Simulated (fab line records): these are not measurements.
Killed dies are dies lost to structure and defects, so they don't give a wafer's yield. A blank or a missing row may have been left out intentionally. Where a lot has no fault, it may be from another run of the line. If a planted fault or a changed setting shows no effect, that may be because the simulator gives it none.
fab line records :: flow n5Finfet
record:
  lots: 7
  wafers: 19
  lastDay: 16
route steps=1938 shown BEOL_M8@1379 PASSIVATION@1936
lots with no fault: from the same line, run without faults
startH: hours from the record's opening day to when the first of the lot's shown wafers began :: waitH: how many hours have passed since the lot's step before this one :: " identical to the entry in the row above :: L1.1+2: a row that stands for several wafers :: - no value present, or no start provided :: * or withheld: withheld :: < > ~ a bound
route shown NAME@n: names a module that has steps shown in the file, with the first one's number in the route :: usual: mean and standard deviation over wafers with no fault :: same: alike in all rows :: chamber/n: place in a boat :: sites: readings site by site :: _std_site: the values' standard deviation :: _edge_site: mean of outer sites minus mean of inner sites :: radiusMm: for every site, how far away it sits from the centre of the wafer :: mask NAME#n: copy n :: behind: the most recent tool/chamber to have shaped the wafer :: hold: cause of the lot's hold/its duration in hours/its outcome :: device: the n, p or np transistor that did not switch :: end of line: the same wafers' tests at the end of the route :: where a step has no rows: the recipe by itself :: killed: the dies lost at the first sort to structure and to defects; this is not the yield of the wafer :: map: a wafer's dies, marking killed ones x, the rest . and places with no die _
set.NAME: the setting the step ran with; set.NAME@STEP: the setting that earlier step ran with :: model.NAME: the simulator's own value behind a step, which no gauge read
certain route steps with their lots: each step a table, each wafer a row
services: when a tool's chamber went out of use (startH, in hours from the record's first day, below 0 if earlier), for how many hours, and the reason
== steps ==
step: N5_BEOL_M8_STRIP_80
recipe:
  chemistry: N2/H2
  timeS: 10
  powerW: 450
  tempC: 40
  pressureMtorr: 20
  rfFrequencyHz: 6e+07
  biasPowerW: 7
  n2FlowSccm: 200
  h2FlowSccm: 200
usual:
  drypumpMotorCurrentA: 5.7/0.34
  oesProductAu: 0.80/0.077
  rfVppV: 59.2/0.9
  showerheadPlenumPTorr: 2.58/0.078
  throttleValvePct: 23.7/0.35
lot.wafer: L586.2
tool: rieDiel-01
chamber: 0
startH: -
waitH: -
drypumpMotorCurrentA: 5.1
oesProductAu: 0.83
rfHoursCounterH: 60
rfVppV: 59.1
showerheadPlenumPTorr: 2.62
throttleValvePct: 23.9

lot.wafer: L586.4
tool: rieDiel-01
chamber: 2
startH: -
waitH: -
drypumpMotorCurrentA: 5.8
oesProductAu: 0.92
rfHoursCounterH: 14
rfVppV: 59.2
showerheadPlenumPTorr: 2.71
throttleValvePct: 23.9

lot.wafer: L586.6
tool: rieDiel-01
chamber: 2
startH: -
waitH: -
drypumpMotorCurrentA: 5.8
oesProductAu: 0.92
rfHoursCounterH: -
rfVppV: 61.3
showerheadPlenumPTorr: 2.71
throttleValvePct: 23.9

lot.wafer: L584.3
tool: rieDiel-01
chamber: 3
startH: -
waitH: -
drypumpMotorCurrentA: 5.5
oesProductAu: 0.81
rfHoursCounterH: 94
rfVppV: 59.5
showerheadPlenumPTorr: 2.56
throttleValvePct: 23.8

lot.wafer: L584.4
tool: rieDiel-01
chamber: 2
startH: -
waitH: -
drypumpMotorCurrentA: 5.8
oesProductAu: 0.91
rfHoursCounterH: 14
rfVppV: 59.6
showerheadPlenumPTorr: 2.71
throttleValvePct: 23.9

lot.wafer: L584.6
tool: rieDiel-01
chamber: 3
startH: -
waitH: -
drypumpMotorCurrentA: 5.5
oesProductAu: 0.80
rfHoursCounterH: -
rfVppV: 58.8
showerheadPlenumPTorr: 2.56
throttleValvePct: 23.8

lot.wafer: L589.2
tool: rieDiel-01
chamber: 0
startH: -
waitH: -
drypumpMotorCurrentA: 5.1
oesProductAu: 0.81
rfHoursCounterH: 71
rfVppV: 59.4
showerheadPlenumPTorr: 2.61
throttleValvePct: 23.9

lot.wafer: L589.3
tool: rieDiel-01
chamber: 2
startH: -
waitH: -
drypumpMotorCurrentA: 5.9
oesProductAu: 0.89
rfHoursCounterH: 24
rfVppV: 59.3
showerheadPlenumPTorr: 2.71
throttleValvePct: 23.9

lot.wafer: L589.4
tool: rieDiel-01
chamber: 1
startH: -
waitH: -
drypumpMotorCurrentA: 5.6
oesProductAu: 0.71
rfHoursCounterH: 234
rfVppV: 58.9
showerheadPlenumPTorr: 2.62
throttleValvePct: 24.4

lot.wafer: L592.1
tool: rieDiel-01
chamber: 0
startH: -
waitH: -
drypumpMotorCurrentA: 5.1
oesProductAu: 0.80
rfHoursCounterH: 77
rfVppV: 59.2
showerheadPlenumPTorr: 2.61
throttleValvePct: 23.9

lot.wafer: L592.3
tool: rieDiel-01
chamber: 2
startH: -
waitH: -
drypumpMotorCurrentA: 5.9
oesProductAu: 0.89
rfHoursCounterH: 31
rfVppV: 60.3
showerheadPlenumPTorr: 2.70
throttleValvePct: 23.9

lot.wafer: L592.5
tool: rieDiel-01
chamber: 2
startH: -
waitH: -
drypumpMotorCurrentA: 5.9
oesProductAu: 0.88
rfHoursCounterH: -
rfVppV: 59.9
showerheadPlenumPTorr: 2.70
throttleValvePct: 23.9

lot.wafer: L594.3
tool: rieDiel-01
chamber: 0
startH: -
waitH: -
drypumpMotorCurrentA: 5.1
oesProductAu: 0.80
rfHoursCounterH: 80
rfVppV: 59.3
showerheadPlenumPTorr: 2.61
throttleValvePct: 23.9

lot.wafer: L594.4
tool: rieDiel-01
chamber: 1
startH: -
waitH: -
drypumpMotorCurrentA: 5.6
oesProductAu: 0.71
rfHoursCounterH: 243
rfVppV: 60.6
showerheadPlenumPTorr: 2.62
throttleValvePct: 24.4

lot.wafer: L598.2
tool: rieDiel-04
chamber: 0
startH: -
waitH: -
drypumpMotorCurrentA: 6.2
oesProductAu: 0.82
rfHoursCounterH: 90
rfVppV: 58.7
showerheadPlenumPTorr: 2.57
throttleValvePct: 23.7

lot.wafer: L598.3
tool: rieDiel-04
chamber: 3
startH: -
waitH: -
drypumpMotorCurrentA: 6.2
oesProductAu: 0.74
rfHoursCounterH: 132
rfVppV: 60.8
showerheadPlenumPTorr: 2.42
throttleValvePct: 23.3

lot.wafer: L598.6
tool: rieDiel-04
chamber: 3
startH: -
waitH: -
drypumpMotorCurrentA: 6.2
oesProductAu: 0.74
rfHoursCounterH: -
rfVppV: 57.7
showerheadPlenumPTorr: 2.42
throttleValvePct: 23.3

lot.wafer: L597.2
tool: rieDiel-04
chamber: 3
startH: -
waitH: -
drypumpMotorCurrentA: 6.1
oesProductAu: 0.74
rfHoursCounterH: 133
rfVppV: 57.5
showerheadPlenumPTorr: 2.42
throttleValvePct: 23.3

lot.wafer: L597.3
tool: rieDiel-04
chamber: 2
startH: -
waitH: -
drypumpMotorCurrentA: 5.5
oesProductAu: 0.67
rfHoursCounterH: 244
rfVppV: 59.3
showerheadPlenumPTorr: 2.61
throttleValvePct: 23.5
step: N5_BEOL_M8_OCD_MEAS_38
usual:
  trenchDepthNm: 93.1/2.1
lot.wafer: L586.2
tool: ocd-01
chamber: -
startH: 252.33
waitH: -
trenchDepthNm: 95.0

lot.wafer: L586.4
tool: ocd-01
chamber: -
startH: 252.33
waitH: -
trenchDepthNm: 89.4

lot.wafer: L586.6
tool: ocd-01
chamber: -
startH: 252.33
waitH: -
trenchDepthNm: 90.5

lot.wafer: L584.3
tool: ocd-02
chamber: -
startH: 252.73
waitH: -
trenchDepthNm: 91.0

lot.wafer: L584.4
tool: ocd-02
chamber: -
startH: 252.73
waitH: -
trenchDepthNm: 90.2

lot.wafer: L584.6
tool: ocd-02
chamber: -
startH: 252.73
waitH: -
trenchDepthNm: 91.9

lot.wafer: L589.2
tool: ocd-01
chamber: -
startH: 280.61
waitH: -
trenchDepthNm: 95.4

lot.wafer: L589.3
tool: ocd-01
chamber: -
startH: 280.61
waitH: -
trenchDepthNm: 89.9

lot.wafer: L589.4
tool: ocd-01
chamber: -
startH: 280.61
waitH: -
trenchDepthNm: 93.3

lot.wafer: L592.1
tool: ocd-01
chamber: -
startH: 298.86
waitH: -
trenchDepthNm: 94.3

lot.wafer: L592.3
tool: ocd-01
chamber: -
startH: 298.86
waitH: -
trenchDepthNm: 90.5

lot.wafer: L592.5
tool: ocd-01
chamber: -
startH: 298.86
waitH: -
trenchDepthNm: 90.1

lot.wafer: L594.3
tool: ocd-02
chamber: -
startH: 305.23
waitH: -
trenchDepthNm: 93.9

lot.wafer: L594.4
tool: ocd-02
chamber: -
startH: 305.23
waitH: -
trenchDepthNm: 91.8

lot.wafer: L598.2
tool: ocd-02
chamber: -
startH: 323.62
waitH: -
trenchDepthNm: 94.7

lot.wafer: L598.3
tool: ocd-02
chamber: -
startH: 323.62
waitH: -
trenchDepthNm: 90.5

lot.wafer: L598.6
tool: ocd-02
chamber: -
startH: 323.62
waitH: -
trenchDepthNm: 91.9

lot.wafer: L597.2
tool: ocd-02
chamber: -
startH: 326.11
waitH: -
trenchDepthNm: 91.3

lot.wafer: L597.3
tool: ocd-02
chamber: -
startH: 326.11
waitH: -
trenchDepthNm: 93.6
step: N5_BEOL_M8_HM_STRIP_39
recipe:
  chemistry: peroxideTinStrip
  material: TiN
  targetDepthA: 250
  tempC: 50
  timeS: 158
step: N5_BEOL_M8_SRD_40
recipe:
  timeS: 30
  tempC: 23
  rinseLiquid: diw
  dry: ipaMarangoni
step: N5_BEOL_M8_PRECLEAN_42
recipe:
  chemistry: residueRemover
  timeS: 60
  tempC: 40
step: N5_BEOL_M8_SRD_43
recipe:
  timeS: 30
  tempC: 23
  rinseLiquid: diw
  dry: ipaMarangoni
step: N5_BEOL_M8_CD_MEAS_35
recipe:
  targetCdNm: 40
  polarity: opening
usual:
  cdNm: 40.1/0.78
lot.wafer: L586.2
tool: cdSem-03
chamber: -
startH: 252.49
waitH: 0.0
cdNm: 38.9

lot.wafer: L586.4
tool: cdSem-03
chamber: -
startH: 252.49
waitH: 0.0
cdNm: 39.9

lot.wafer: L586.6
tool: cdSem-03
chamber: -
startH: 252.49
waitH: 0.0
cdNm: 39.1

lot.wafer: L584.3
tool: cdSem-03
chamber: -
startH: 252.89
waitH: 0.0
cdNm: 39.5

lot.wafer: L584.4
tool: cdSem-03
chamber: -
startH: 252.89
waitH: 0.0
cdNm: 39.7

lot.wafer: L584.6
tool: cdSem-03
chamber: -
startH: 252.89
waitH: 0.0
cdNm: 39.8

lot.wafer: L589.2
tool: cdSem-02
chamber: -
startH: 280.76
waitH: 0.0
cdNm: 39.0

lot.wafer: L589.3
tool: cdSem-02
chamber: -
startH: 280.76
waitH: 0.0
cdNm: 40.2

lot.wafer: L589.4
tool: cdSem-02
chamber: -
startH: 280.76
waitH: 0.0
cdNm: 39.5

lot.wafer: L592.1
tool: cdSem-03
chamber: -
startH: 299.01
waitH: 0.0
cdNm: 39.9

lot.wafer: L592.3
tool: cdSem-03
chamber: -
startH: 299.01
waitH: 0.0
cdNm: 40.2

lot.wafer: L592.5
tool: cdSem-03
chamber: -
startH: 299.01
waitH: 0.0
cdNm: 40.0

lot.wafer: L594.3
tool: cdSem-01
chamber: -
startH: 305.38
waitH: 0.0
cdNm: 40.8

lot.wafer: L594.4
tool: cdSem-01
chamber: -
startH: 305.38
waitH: 0.0
cdNm: 40.8

lot.wafer: L598.2
tool: cdSem-03
chamber: -
startH: 323.78
waitH: 0.0
cdNm: 41.1

lot.wafer: L598.3
tool: cdSem-03
chamber: -
startH: 323.78
waitH: 0.0
cdNm: 40.1

lot.wafer: L598.6
tool: cdSem-03
chamber: -
startH: 323.78
waitH: 0.0
cdNm: 40.4

lot.wafer: L597.2
tool: cdSem-02
chamber: -
startH: 326.26
waitH: 0.0
cdNm: 40.4

lot.wafer: L597.3
tool: cdSem-02
chamber: -
startH: 326.26
waitH: 0.0
cdNm: 41.8
step: N5_BEOL_M8_CURE_75
recipe:
  tempC: 370
  timeS: 120
  ambient: DMADMS/He
  material: SiCOH_lowk
step: N5_BEOL_M8_DEGAS_44
recipe:
  ambient: vacuum
  tempC: 250
  timeS: 60
usual:
  heaterPowerW: 329/17
lot.wafer: L586.2
tool: pvdSputter-02
chamber: -
startH: 253.19
waitH: 0.6
heaterPowerW: 345

lot.wafer: L586.4
tool: pvdSputter-02
chamber: -
startH: 253.19
waitH: 0.6
heaterPowerW: 313

lot.wafer: L586.6
tool: pvdSputter-02
chamber: -
startH: 253.19
waitH: 0.6
heaterPowerW: 316

lot.wafer: L584.3
tool: pvdSputter-02
chamber: -
startH: 253.55
waitH: 0.3
heaterPowerW: 343

lot.wafer: L584.4
tool: pvdSputter-02
chamber: -
startH: 253.55
waitH: 0.3
heaterPowerW: 315

lot.wafer: L584.6
tool: pvdSputter-02
chamber: -
startH: 253.55
waitH: 0.3
heaterPowerW: 319

lot.wafer: L589.2
tool: pvdSputter-02
chamber: -
startH: 281.56
waitH: 0.7
heaterPowerW: 322

lot.wafer: L589.3
tool: pvdSputter-02
chamber: -
startH: 281.56
waitH: 0.7
heaterPowerW: 319

lot.wafer: L589.4
tool: pvdSputter-02
chamber: -
startH: 281.56
waitH: 0.7
heaterPowerW: 350

lot.wafer: L592.1
tool: pvdSputter-01
chamber: -
startH: 299.49
waitH: 0.3
heaterPowerW: 315

lot.wafer: L592.3
tool: pvdSputter-01
chamber: -
startH: 299.49
waitH: 0.3
heaterPowerW: 277

lot.wafer: L592.5
tool: pvdSputter-01
chamber: -
startH: 299.49
waitH: 0.3
heaterPowerW: 327

lot.wafer: L594.3
tool: pvdSputter-03
chamber: -
startH: 305.76
waitH: 0.2
heaterPowerW: 349

lot.wafer: L594.4
tool: pvdSputter-03
chamber: -
startH: 305.76
waitH: 0.2
heaterPowerW: 321

lot.wafer: L598.2
tool: pvdSputter-01
chamber: -
startH: 324.30
waitH: 0.4
heaterPowerW: 275

lot.wafer: L598.3
tool: pvdSputter-01
chamber: -
startH: 324.30
waitH: 0.4
heaterPowerW: 326

lot.wafer: L598.6
tool: pvdSputter-01
chamber: -
startH: 324.30
waitH: 0.4
heaterPowerW: 280

lot.wafer: L597.2
tool: pvdSputter-02
chamber: -
startH: 326.95
waitH: 0.5
heaterPowerW: 316

lot.wafer: L597.3
tool: pvdSputter-02
chamber: -
startH: 326.95
waitH: 0.5
heaterPowerW: 331
step: N5_BEOL_M8_PRE_CLEAN_45
recipe:
  gas: H2/He
  timeS: 30
  tempC: 250
usual:
  heaterPowerW: 329/17
lot.wafer: L586.2
tool: pvdSputter-02
chamber: -
startH: 253.23
waitH: 0.0
heaterPowerW: 348

lot.wafer: L586.4
tool: pvdSputter-02
chamber: -
startH: 253.23
waitH: 0.0
heaterPowerW: 323

lot.wafer: L586.6
tool: pvdSputter-02
chamber: -
startH: 253.23
waitH: 0.0
heaterPowerW: 315

lot.wafer: L584.3
tool: pvdSputter-02
chamber: -
startH: 253.59
waitH: 0.0
heaterPowerW: 343

lot.wafer: L584.4
tool: pvdSputter-02
chamber: -
startH: 253.59
waitH: 0.0
heaterPowerW: 324

lot.wafer: L584.6
tool: pvdSputter-02
chamber: -
startH: 253.59
waitH: 0.0
heaterPowerW: 318

lot.wafer: L589.2
tool: pvdSputter-02
chamber: -
startH: 281.64
waitH: 0.0
heaterPowerW: 320

lot.wafer: L589.3
tool: pvdSputter-02
chamber: -
startH: 281.64
waitH: 0.0
heaterPowerW: 320

lot.wafer: L589.4
tool: pvdSputter-02
chamber: -
startH: 281.64
waitH: 0.0
heaterPowerW: 341

lot.wafer: L592.1
tool: pvdSputter-01
chamber: -
startH: 299.53
waitH: 0.0
heaterPowerW: 322

lot.wafer: L592.3
tool: pvdSputter-01
chamber: -
startH: 299.53
waitH: 0.0
heaterPowerW: 279

lot.wafer: L592.5
tool: pvdSputter-01
chamber: -
startH: 299.53
waitH: 0.0
heaterPowerW: 314

lot.wafer: L594.3
tool: pvdSputter-03
chamber: -
startH: 305.80
waitH: 0.0
heaterPowerW: 352

lot.wafer: L594.4
tool: pvdSputter-03
chamber: -
startH: 305.80
waitH: 0.0
heaterPowerW: 328

lot.wafer: L598.2
tool: pvdSputter-01
chamber: -
startH: 324.34
waitH: 0.0
heaterPowerW: 286

lot.wafer: L598.3
tool: pvdSputter-01
chamber: -
startH: 324.34
waitH: 0.0
heaterPowerW: 322

lot.wafer: L598.6
tool: pvdSputter-01
chamber: -
startH: 324.34
waitH: 0.0
heaterPowerW: 271

lot.wafer: L597.2
tool: pvdSputter-02
chamber: -
startH: 326.99
waitH: 0.0
heaterPowerW: 322

lot.wafer: L597.3
tool: pvdSputter-02
chamber: -
startH: 326.99
waitH: 0.0
heaterPowerW: 330
step: N5_BEOL_M8_ALD_77
recipe:
  material: TaN
  targetThkA: 20
  tempC: 275
  aldPrecursorFamily: PDMAT
  aldCoReactant: NH3
  pressureTorr: 3
  carrierFlowSccm: 1500
  pulseTimeS: 2
  purgeTimeS: 3
  coReactantPurgeTimeS: 2
  coReactantPulseTimeS: 3
  aldCycles: 40
  precursorVesselTempC: 75
  precursorVesselPressureTorr: 26.25
  precursorVesselCarrierSccm: 1000
usual:
  heaterPowerW: 429/36
  precursorVesselTempC: 74.99/0.13
lot.wafer: L586.2
tool: aldMetal-03
chamber: 0
startH: 253.29
waitH: 0.0
heaterPowerW: 404
precursorVesselTempC: 75.03
sinceWetCleanH: 4532

lot.wafer: L586.4
tool: aldMetal-03
chamber: 3
startH: 253.29
waitH: 0.0
heaterPowerW: 482
precursorVesselTempC: 74.80
sinceWetCleanH: 4532

lot.wafer: L586.6
tool: aldMetal-03
chamber: 3
startH: 253.29
waitH: 0.0
heaterPowerW: 477
precursorVesselTempC: 74.65
sinceWetCleanH: -

lot.wafer: L584.3
tool: aldMetal-01
chamber: 2
startH: 253.65
waitH: 0.0
heaterPowerW: 442
precursorVesselTempC: 74.77
sinceWetCleanH: 1455

lot.wafer: L584.4
tool: aldMetal-01
chamber: 1
startH: 253.65
waitH: 0.0
heaterPowerW: 381
precursorVesselTempC: 74.89
sinceWetCleanH: 1455

lot.wafer: L584.6
tool: aldMetal-01
chamber: 1
startH: 253.65
waitH: 0.0
heaterPowerW: 398
precursorVesselTempC: 74.87
sinceWetCleanH: -

lot.wafer: L589.2
tool: aldMetal-01
chamber: 3
startH: 281.86
waitH: 0.2
heaterPowerW: 490
precursorVesselTempC: 75.03
sinceWetCleanH: 1483

lot.wafer: L589.3
tool: aldMetal-01
chamber: 0
startH: 281.86
waitH: 0.2
heaterPowerW: 402
precursorVesselTempC: 74.90
sinceWetCleanH: 1483

lot.wafer: L589.4
tool: aldMetal-01
chamber: 2
startH: 281.86
waitH: 0.2
heaterPowerW: 445
precursorVesselTempC: 75.10
sinceWetCleanH: 1483

lot.wafer: L592.1
tool: aldMetal-03
chamber: 1
startH: 299.63
waitH: 0.1
heaterPowerW: 447
precursorVesselTempC: 74.84
sinceWetCleanH: 4578

lot.wafer: L592.3
tool: aldMetal-03
chamber: 0
startH: 299.63
waitH: 0.1
heaterPowerW: 415
precursorVesselTempC: 75.04
sinceWetCleanH: 4578

lot.wafer: L592.5
tool: aldMetal-03
chamber: 0
startH: 299.63
waitH: 0.1
heaterPowerW: 406
precursorVesselTempC: 74.93
sinceWetCleanH: -

lot.wafer: L594.3
tool: aldMetal-03
chamber: 1
startH: 305.86
waitH: 0.0
heaterPowerW: 441
precursorVesselTempC: 75.22
sinceWetCleanH: 4584

lot.wafer: L594.4
tool: aldMetal-03
chamber: 0
startH: 305.86
waitH: 0.0
heaterPowerW: 408
precursorVesselTempC: 74.97
sinceWetCleanH: 4584

lot.wafer: L598.2
tool: aldMetal-03
chamber: 3
startH: 324.41
waitH: 0.0
heaterPowerW: 472
precursorVesselTempC: 74.87
sinceWetCleanH: 4603

lot.wafer: L598.3
tool: aldMetal-03
chamber: 1
startH: 324.41
waitH: 0.0
heaterPowerW: 439
precursorVesselTempC: 74.94
sinceWetCleanH: 4603

lot.wafer: L598.6
tool: aldMetal-03
chamber: 1
startH: 324.41
waitH: 0.0
heaterPowerW: 437
precursorVesselTempC: 74.92
sinceWetCleanH: -

lot.wafer: L597.2
tool: aldMetal-01
chamber: 3
startH: 327.05
waitH: 0.0
heaterPowerW: 478
precursorVesselTempC: 74.90
sinceWetCleanH: 1528

lot.wafer: L597.3
tool: aldMetal-01
chamber: 1
startH: 327.05
waitH: 0.0
heaterPowerW: 397
precursorVesselTempC: 74.86
sinceWetCleanH: 1528
step: N5_BEOL_M8_SURFACE_TREAT_79
recipe:
  gas: Ar
  timeS: *
  ionEnergyEv: *
  ionCurrentMaCm2: 0.5
  pressureMtorr: *
  arFlowSccm: 30
usual:
  throttleValvePct: *
lot.wafer: L586.2
tool: pvdSputter-03
chamber: -
startH: 253.62
waitH: 0.2
throttleValvePct: *

lot.wafer: L586.4
tool: pvdSputter-03
chamber: -
startH: 253.62
waitH: 0.2
throttleValvePct: *

lot.wafer: L586.6
tool: pvdSputter-03
chamber: -
startH: 253.62
waitH: 0.2
throttleValvePct: *

lot.wafer: L584.3
tool: pvdSputter-02
chamber: -
startH: 254.03
waitH: 0.2
throttleValvePct: *

lot.wafer: L584.4
tool: pvdSputter-02
chamber: -
startH: 254.03
waitH: 0.2
throttleValvePct: *

lot.wafer: L584.6
tool: pvdSputter-02
chamber: -
startH: 254.03
waitH: 0.2
throttleValvePct: *

lot.wafer: L589.2
tool: pvdSputter-01
chamber: -
startH: 282.14
waitH: 0.2
throttleValvePct: *

lot.wafer: L589.3
tool: pvdSputter-01
chamber: -
startH: 282.14
waitH: 0.2
throttleValvePct: *

lot.wafer: L589.4
tool: pvdSputter-01
chamber: -
startH: 282.14
waitH: 0.2
throttleValvePct: *

lot.wafer: L592.1
tool: pvdSputter-01
chamber: -
startH: 300.05
waitH: 0.3
throttleValvePct: *

lot.wafer: L592.3
tool: pvdSputter-01
chamber: -
startH: 300.05
waitH: 0.3
throttleValvePct: *

lot.wafer: L592.5
tool: pvdSputter-01
chamber: -
startH: 300.05
waitH: 0.3
throttleValvePct: *

lot.wafer: L594.3
tool: pvdSputter-03
chamber: -
startH: 306.32
waitH: 0.3
throttleValvePct: *

lot.wafer: L594.4
tool: pvdSputter-03
chamber: -
startH: 306.32
waitH: 0.3
throttleValvePct: *

lot.wafer: L598.2
tool: pvdSputter-02
chamber: -
startH: 324.79
waitH: 0.3
throttleValvePct: *

lot.wafer: L598.3
tool: pvdSputter-02
chamber: -
startH: 324.79
waitH: 0.3
throttleValvePct: *

lot.wafer: L598.6
tool: pvdSputter-02
chamber: -
startH: 324.79
waitH: 0.3
throttleValvePct: *

lot.wafer: L597.2
tool: pvdSputter-01
chamber: -
startH: 327.33
waitH: 0.2
throttleValvePct: *

lot.wafer: L597.3
tool: pvdSputter-01
chamber: -
startH: 327.33
waitH: 0.2
throttleValvePct: *
step: N5_BEOL_M8_CVD_78
recipe:
  material: Co
  targetThkA: 20
  tempC: withheld
  precursor: CCTBA/H2
  pressureTorr: 30
  timeS: 142.3
usual:
  runLengthS: 165.0/0.34
lot.wafer: L586.2
tool: cvdCo-02
chamber: 2
startH: 253.68
waitH: 0.0
runLengthS: 165.1
sinceWetCleanH: 336

lot.wafer: L586.4
tool: cvdCo-02
chamber: 1
startH: 253.68
waitH: 0.0
runLengthS: 165.2
sinceWetCleanH: -

lot.wafer: L586.6
tool: cvdCo-02
chamber: 2
startH: 253.68
waitH: 0.0
runLengthS: 165.3
sinceWetCleanH: -

lot.wafer: L584.3
tool: cvdCo-01
chamber: 2
startH: 254.09
waitH: 0.0
runLengthS: 164.4
sinceWetCleanH: 555

lot.wafer: L584.4
tool: cvdCo-01
chamber: 1
startH: 254.09
waitH: 0.0
runLengthS: 165.2
sinceWetCleanH: -

lot.wafer: L584.6
tool: cvdCo-01
chamber: 0
startH: 254.09
waitH: 0.0
runLengthS: 165.1
sinceWetCleanH: -

lot.wafer: L589.2
tool: cvdCo-01
chamber: 1
startH: 282.27
waitH: 0.1
runLengthS: 164.7
sinceWetCleanH: 145

lot.wafer: L589.3
tool: cvdCo-01
chamber: 2
startH: 282.27
waitH: 0.1
runLengthS: 164.8
sinceWetCleanH: 583

lot.wafer: L589.4
tool: cvdCo-01
chamber: 1
startH: 282.27
waitH: 0.1
runLengthS: 165.2
sinceWetCleanH: -

lot.wafer: L592.1
tool: cvdCo-02
chamber: 2
startH: 300.31
waitH: 0.2
runLengthS: 164.9
sinceWetCleanH: 382

lot.wafer: L592.3
tool: cvdCo-02
chamber: 1
startH: 300.31
waitH: 0.2
runLengthS: 165.4
sinceWetCleanH: 1279

lot.wafer: L592.5
tool: cvdCo-02
chamber: 2
startH: 300.31
waitH: 0.2
runLengthS: 165.2
sinceWetCleanH: -

lot.wafer: L594.3
tool: cvdCo-01
chamber: 1
startH: 306.39
waitH: 0.1
runLengthS: 94.2
sinceWetCleanH: 170

lot.wafer: L594.4
tool: cvdCo-01
chamber: 1
startH: 306.39
waitH: 0.1
runLengthS: 165.2
sinceWetCleanH: -

lot.wafer: L598.2
tool: cvdCo-01
chamber: 1
startH: 325.08
waitH: 0.3
runLengthS: 94.2
sinceWetCleanH: 188

lot.wafer: L598.3
tool: cvdCo-01
chamber: 0
startH: 325.08
waitH: 0.3
runLengthS: 95.0
sinceWetCleanH: 1085

lot.wafer: L598.6
tool: cvdCo-01
chamber: 2
startH: 325.08
waitH: 0.3
runLengthS: 164.3
sinceWetCleanH: -

lot.wafer: L597.2
tool: cvdCo-01
chamber: 2
startH: 327.39
waitH: 0.0
runLengthS: 94.3
sinceWetCleanH: 628

lot.wafer: L597.3
tool: cvdCo-01
chamber: 0
startH: 327.39
waitH: 0.0
runLengthS: 94.4
sinceWetCleanH: 1087
step: N5_BEOL_M8_SPUTTER_48
recipe:
  material: Cu
  targetThkA: 100
  tempC: -20
  biasV: 60
  powerW: 26000
  chamberPressurePa: 0.13
  timeS: 1.667
step: N5_PASSIVATION_PROBE_49
usual:
  defectLimitedYield: 91.4/1.6
  killed_at_M0_to_M3: 35/10
  killed_at_M4_up: 12/4.7
  killedAtContacts: 12/5.8
  killedAtFrontEnd: 38/12
  killedAtOther: 4/3.2
  killedDies: 102/18
  killedOpen: 68/14
  killedShort: 32/8
  sort_bin_5_function: 5.1/0.96
  sort_bin_6_memory: 3.2/0.77
  sortNPass: 1078/20
  sortYieldPct: 91.3/1.7
same:
  grossDies: 1180
  killedAtBackSide: 0
  sort_bin_4_leakage[%]: 0
  sort_bin_8_speed[%]: 0
lot.wafer: L589.2
tool: prober-02
chamber: -
startH: 358.40
waitH: 0.1
defectLimitedYield[%]: 90.9
killed_at_M0_to_M3: 56
killed_at_M4_up: 15
killedAtContacts: 9
killedAtFrontEnd: 21
killedAtOther: 6
killedDies: 107
killedOpen: 70
killedShort: 34
sort_bin_5_function[%]: 5.0
sort_bin_6_memory[%]: 3.4
sortNPass: 1073
sortYieldPct[%]: 90.9

lot.wafer: L597.2
tool: prober-01
chamber: -
startH: 394.35
waitH: 0.1
defectLimitedYield[%]: 91.6
killed_at_M0_to_M3: 23
killed_at_M4_up: 5
killedAtContacts: 4
killedAtFrontEnd: 61
killedAtOther: 6
killedDies: 99
killedOpen: 64
killedShort: 35
sort_bin_5_function[%]: 4.4
sort_bin_6_memory[%]: 3.6
sortNPass: 1081
sortYieldPct[%]: 91.6
killed by level:class
L589.2 BEOL_M2:geometricParticle:open=16 MOL_CONTACT_COAG:geometricParticle:open=8 BEOL_M3:geometricParticle:short=8 BEOL_M0_SAQP:geometricParticle:open=7 BEOL_M3:geometricParticle:open=7 BEOL_M4:geometricParticle:open=7 STI_FIN_REVEAL:geometricParticle:open=6 BEOL_M0_SAQP:geometricParticle:short=6
L597.2 STI_FIN_REVEAL:geometricParticle:open=17 DUMMY_GATE:geometricParticle:open=9 BEOL_M3:geometricParticle:open=8 FIN_SAQP:geometricParticle:open=7 FIN_SAQP:geometricParticle:short=6 MIM_TOP:geometricParticle:open=5 STARTING-WAFER:geometricParticle:short=5 STARTING-WAFER:geometricParticle:open=5
== services ==
tool: cvdCo-01
chamber: 1
startH: 260.15
hours: 4.1
kind: repair

tool: aldMetal-03
chamber: -
startH: 268.61
hours: 2.8
kind: pm

tool: rieDiel-04
chamber: 0
startH: 276.72
hours: 15.8
kind: repair

tool: rieDiel-04
chamber: 3
startH: 290.02
hours: 5.1
kind: repair

tool: rieDiel-04
chamber: 2
startH: 293.54
hours: 9.1
kind: repair

tool: rieDiel-04
chamber: 1
startH: 302.68
hours: -
kind: clean

tool: rieDiel-04
chamber: 1
startH: 302.68
hours: -
kind: consumableReplace:focusRing

tool: rieDiel-04
chamber: 1
startH: 302.68
hours: 12.8
kind: scheduledDown

tool: rieDiel-04
chamber: 1
startH: 302.68
hours: 12.8
kind: ventCycle

tool: cvdCo-02
chamber: 2
startH: 319.32
hours: 2.0
kind: repair

tool: rieDiel-01
chamber: 1
startH: 325.37
hours: -
kind: clean

tool: rieDiel-01
chamber: 1
startH: 325.37
hours: -
kind: consumableReplace:focusRing

tool: rieDiel-01
chamber: 1
startH: 325.37
hours: 12.6
kind: scheduledDown

tool: rieDiel-01
chamber: 1
startH: 325.37
hours: 12.6
kind: ventCycle
== key ==
firstSign:
  step: N5_BEOL_M8_CVD_78
  reading: runLengthS
  direction: down
  sigmas: 99+
  usual: *
  struck: *
effect none on later readings
metAt N5_BEOL_M8_CVD_78
struckWafers L594.3,L597.2,L597.3,L598.2,L598.3
onsetBetween 282.27 306.39
fault:
  kind: processParameterDrift
  tool: cvdCo-01
  chamber: -
  onsetH: 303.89
  steps: N5_BEOL_M8_CVD_78
  channel: timeS
  offset: *
  shape: step
  endH: 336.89
  scope: struckWafersOnly
  actsIn: *
  stated: *
